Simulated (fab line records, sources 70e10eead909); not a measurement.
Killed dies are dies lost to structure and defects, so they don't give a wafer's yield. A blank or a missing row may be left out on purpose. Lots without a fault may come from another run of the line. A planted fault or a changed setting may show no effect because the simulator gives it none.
Which tool did it? | flow nand_harc | 14 lots, 42 wafers sampled, at 5 steps of a route of 1302

WHAT THE GAUGES READ, wafer by wafer
NHARC_THIN_TSV_CD_MEAS_33: target cd 5000 nm. Usual: cd_nm 4999.9 nm, standard deviation 1.5.
lot  | measured     | on        | cd_nm (nm)           | flag
L520 | day 25 08:07 | cd_sem-03 | 4998.7 4999.7 4998.7 |
L522 | day 25 18:25 | cd_sem-01 | 5001.0 5001.4 5000.2 |
L521 | day 25 09:32 | cd_sem-01 | 4998.2 5000.9 4998.2 |
L523 | day 25 10:43 | cd_sem-01 | 4998.4 4997.2 4998.9 |
L524 | day 26 04:53 | cd_sem-03 | 5001.0 5000.8 5000.1 |
L525 | day 26 06:17 | cd_sem-01 | 4999.9 4998.3 4999.2 |
L526 | day 27 00:17 | cd_sem-02 | 4998.3 4999.8 4997.8 |
L527 | day 27 01:28 | cd_sem-03 | 4999.5 5000.6 5000.3 |
L528 | day 27 23:55 | cd_sem-02 | 4998.2 4999.8 5000.1 |
L529 | day 27 13:55 | cd_sem-01 | 4999.2 5001.6 5000.0 |
L530 | day 28 16:44 | cd_sem-01 | 5000.8 5000.5 5001.5 |
L531 | day 29 05:56 | cd_sem-01 | 5000.1 4998.0 4999.4 |
L540 | day 34 00:02 | cd_sem-03 | 5000.1 5001.8        |
L542 | day 34 00:50 | cd_sem-02 | 5001.9               |

NHARC_END_SORT_01. Usual: defect_limited_yield 90.7 %, standard deviation 3; killed_at_array 58, standard deviation 20; killed_at_other 0.9, standard deviation 1.4; killed_at_periphery 4, standard deviation 3.1; killed_dies 63, standard deviation 20; killed_open 3.3, standard deviation 1.8; killed_short 2.4, standard deviation 1.5.
lot  | measured     | on        | defect_limited_yield (%) | killed_at_array | killed_at_other | killed_at_periphery | killed_dies | killed_open | killed_short | flag
L531 | day 29 16:34 | prober-01 | 89.8 90.7 86.7           | 65 59 78        | 0 0 1           | 4 4 11              | 69 63 90    | 7 1 2       | 3 2 4        |
L540 | day 34 12:37 | prober-01 | 92.6 7.4 92.8            | 45 31 40        | 0 0 0           | 5 596 9             | 50 627 49   | 4 3 7       | 2 1 2        | OFF
L542 | day 34 13:17 | prober-02 | 7.2 6.8 92.9             | 26 40 45        | 2 1 1           | 600 590 2           | 628 631 48  | 4 1 1       | 4 4 1        | OFF

WHICH TOOL RAN EACH LOT (tool, then ch and the chambers of the sampled wafers, then the start)
lot  | NHARC_P_BONDPAD_ECD_18         | NHARC_THIN_TSV_DEGAS_49      | NHARC_THIN_TSV_PRE_CLEAN_54
L520 | ecd_cu-01 ch 0,1, day 6 23:31  | pvd_sputter-03, day 25 05:07 | pvd_sputter-01, day 25 07:10
L522 | ecd_cu-02 ch 0,1, day 7 15:12  | pvd_sputter-03, day 25 15:09 | pvd_sputter-02, day 25 17:21
L521 | ecd_cu-01 ch 0,1, day 7 15:57  | pvd_sputter-03, day 25 06:20 | pvd_sputter-02, day 25 08:26
L523 | ecd_cu-02 ch 0,1, day 7 21:11  | pvd_sputter-03, day 25 07:31 | pvd_sputter-02, day 25 09:35
L524 | ecd_cu-01 ch 0,1, day 8 10:05  | pvd_sputter-03, day 26 01:53 | pvd_sputter-01, day 26 03:58
L525 | ecd_cu-01 ch 0,1, day 8 17:22  | pvd_sputter-03, day 26 03:10 | pvd_sputter-02, day 26 05:13
L526 | ecd_cu-01 ch 1, day 9 01:05    | pvd_sputter-01, day 26 21:08 | pvd_sputter-01, day 26 23:13
L527 | ecd_cu-01 ch 0,1, day 9 12:23  | pvd_sputter-03, day 26 22:20 | pvd_sputter-02, day 27 00:24
L528 | ecd_cu-01 ch 0,1, day 10 00:53 | pvd_sputter-01, day 27 20:56 | pvd_sputter-01, day 27 22:59
L529 | ecd_cu-01 ch 0,1, day 10 08:14 | pvd_sputter-03, day 27 10:54 | pvd_sputter-01, day 27 12:58
L530 | ecd_cu-02 ch 0,1, day 10 22:36 | pvd_sputter-01, day 28 13:35 | pvd_sputter-03, day 28 15:39
L531 | ecd_cu-02 ch 0,1, day 11 02:50 | pvd_sputter-02, day 29 02:48 | pvd_sputter-01, day 29 04:52
L540 | ecd_cu-02 ch 0,1, day 15 01:21 | pvd_sputter-02, day 33 21:01 | pvd_sputter-01, day 33 23:07
L542 | ecd_cu-02 ch 0,1, day 15 23:23 | pvd_sputter-03, day 33 21:52 | pvd_sputter-03, day 33 23:57
- NHARC_P_BONDPAD_ECD_18: material Cu, target thk 400 nm.
- NHARC_THIN_TSV_DEGAS_49: time 120 s.
- NHARC_THIN_TSV_PRE_CLEAN_54: time 30 s.

WHAT THE TOOLS THEMSELVES READ (means of the sampled wafers that have a number; where no wafer has one, the mark that the record gives instead)
NHARC_THIN_TSV_DEGAS_49. Usual: heater_power_w 446 W, standard deviation 26.
lot  | tool           | heater_power_w (W) | flag
L520 | pvd_sputter-03 | 472                |
L522 | pvd_sputter-03 | 438                |
L521 | pvd_sputter-03 | 412                |
L523 | pvd_sputter-03 | 465                |
L524 | pvd_sputter-03 | 437                |
L525 | pvd_sputter-03 | 458                |
L526 | pvd_sputter-01 | 446                |
L527 | pvd_sputter-03 | 458                |
L528 | pvd_sputter-01 | 431                |
L529 | pvd_sputter-03 | 442                |
L530 | pvd_sputter-01 | 435                |
L531 | pvd_sputter-02 | 449                |
L540 | pvd_sputter-02 | 440                |
L542 | pvd_sputter-03 | 471                |

NHARC_THIN_TSV_PRE_CLEAN_54. Usual: heater_power_w 392 W, standard deviation 22.
lot  | tool           | heater_power_w (W) | flag
L520 | pvd_sputter-01 | 371                |
L522 | pvd_sputter-02 | 409                |
L521 | pvd_sputter-02 | 401                |
L523 | pvd_sputter-02 | 406                |
L524 | pvd_sputter-01 | 387                |
L525 | pvd_sputter-02 | 406                |
L526 | pvd_sputter-01 | 385                |
L527 | pvd_sputter-02 | 401                |
L528 | pvd_sputter-01 | 377                |
L529 | pvd_sputter-01 | 377                |
L530 | pvd_sputter-03 | 385                |
L531 | pvd_sputter-01 | 394                |
L540 | pvd_sputter-01 | 376                |
L542 | pvd_sputter-03 | 407                |

THE ANSWER, worked out from the rows above alone
Rule: a lot is off if the mean of its wafers that have a number lies more than 3 standard deviations from the usual mean. A lot without any number at a reading at which 4 lots or more have one is off too. The other lots that the step has rows for count as sound. The gauges are gone through in route order, then the tools' own readings, and for those a lot's mean is taken as printed above. The first step at which some lot is off is used, and at that step the reading that is off furthest; a lot without a number counts as furthest.
Off: L540, L542, at NHARC_END_SORT_01 (killed_at_periphery). Neither off nor sound, because the step has no rows for them: L520, L522, L521, L523, L524, L525, L526, L527, L528, L529, L530.
A tool fits if, at a process step before that reading, it ran every lot that is off, and no sound lot after the first of them. The gauges at NHARC_END_SORT_01 are tried like those tools. One fits: ecd_cu-02 at NHARC_P_BONDPAD_ECD_18. Its last sound lot is L531 (day 11 02:50), its first lot that is off L540 (day 15 01:21): a fault that began between those two fits.

WHAT THE SIMULATOR HAD PUT IN
Process parameter drift: ecd_cu-02, from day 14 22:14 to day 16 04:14, at NHARC_P_BONDPAD_ECD_18. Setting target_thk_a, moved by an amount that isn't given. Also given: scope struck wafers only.
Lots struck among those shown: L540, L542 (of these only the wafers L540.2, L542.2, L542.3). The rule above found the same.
